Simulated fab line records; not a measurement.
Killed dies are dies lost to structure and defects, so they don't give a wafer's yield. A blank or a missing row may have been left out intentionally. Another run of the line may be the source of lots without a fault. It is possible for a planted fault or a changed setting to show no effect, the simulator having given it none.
8D (eight disciplines) problem report, filled in by code / flow n5-finfet / the parts of the form that need people (team, actions taken, sign-off) are left out

## 1. WHAT IS WRONG
At N5_BEOL_M3_CMP_52, time-to-endpoint-s averages 34 s over 2 wafers from 2 lots, while fault-free wafers read 64 s, standard deviation 3.4. That is -8.7 standard deviations from the usual mean.
The step: polishes, stops on SiOC, t overpolish 6.8 s, target thk 40 nm.
Seen first at day 11 20:25 on cmp-03, wafer L977.4. Wafers with a number at this step in the record: 30, from 12 lots. Rule for "out" (also "out of limits"): further than 4 standard deviations from the usual mean. All remaining wafers that have a number are taken as sound.

## 2. WHAT IT IS AND WHAT IT IS NOT
question=which readings at this step | is=time-to-endpoint-s | is not=motor-current-A
question=which lots | is=L977, L978 | is not=L962, L963, L964, L966, L968, L969, L970, L982, L983, L985
question=which wafers of those lots | is=L977.4, L978.6 | is not=L977.3, L977.5, L978.2, L978.5
question=read on which tools | is=cmp-03, cmp-04 | is not=cmp-01
question=when | is=from day 11 20:25 | is not=up to then (19 sound wafers); but 9 sound wafers of L978, L982, L983, L985 came after

## 3. THE SUSPECTS, EACH WITH WHAT RULES IT OUT
Counting: a tool at a process step up to the reading stays a suspect if it ran every lot that is out. Sound lots after the first of them don't rule it out here, since some wafers of a struck lot are sound.
- pvd-sputter-02 at N5_BEOL_M3_ANNEAL_93 (time 240 s): kept. Every lot that is out went through it, the first being L977 (day 11 19:32); the last sound lot it ran before that was L968 (day 9 02:45).
- ecd-cu-01 at N5_BEOL_M3_ECD_50 (material Cu, target thk 300 nm): kept. Every lot that is out went through it, the first being L977 (day 11 20:01); the last sound lot it ran before that was L970 (day 9 17:30).
Remaining after the count are pvd-sputter-02 at N5_BEOL_M3_ANNEAL_93 and ecd-cu-01 at N5_BEOL_M3_ECD_50.

## 4. THE CAUSE (what the simulator had put in)
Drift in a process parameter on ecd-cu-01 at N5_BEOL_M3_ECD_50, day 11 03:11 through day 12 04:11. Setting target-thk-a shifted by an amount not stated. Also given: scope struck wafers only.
Counting leaves 2 suspects; this tool is one of them.

## 5. SEQUENCE OF EFFECTS, ordered by route
Each row: a reading whose mean over the struck wafers that have a number lies more than 3 standard deviations from the usual. Only readings whose record carries a usual standard deviation are examined. hours: median over the lots of the time between each lot's start at the first step of this table that gives one and its start at this step. sigmas: the change, counted in usual standard deviations.
hours=0; step=N5_BEOL_M3_CMP_52; reading=time-to-endpoint-s; usual=64 s; on struck wafers=34; change=-30; sigmas=-8.7
The process steps in it:
- N5_BEOL_M3_CMP_52: polishes, stops on SiOC, t overpolish 6.8 s, target thk 40 nm.
Later steps that measure or inspect, where all struck wafers having a row at the step show a number for every such reading and not one has moved that far: N5_BEOL_M3_RS_MEAS_58, N5_BEOL_M4_RC_MEAS_101.

## 6. WHAT WOULD HAVE CAUGHT IT SOONER
The fault began at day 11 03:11; the first out-of-limits reading in this record came at day 11 20:25, 17 hours later.
Among the 2 lots that are out, L978 began N5_BEOL_M3_ECD_50 on ecd-cu-01 after day 11 20:25. Holding the tool at that time would have saved it.
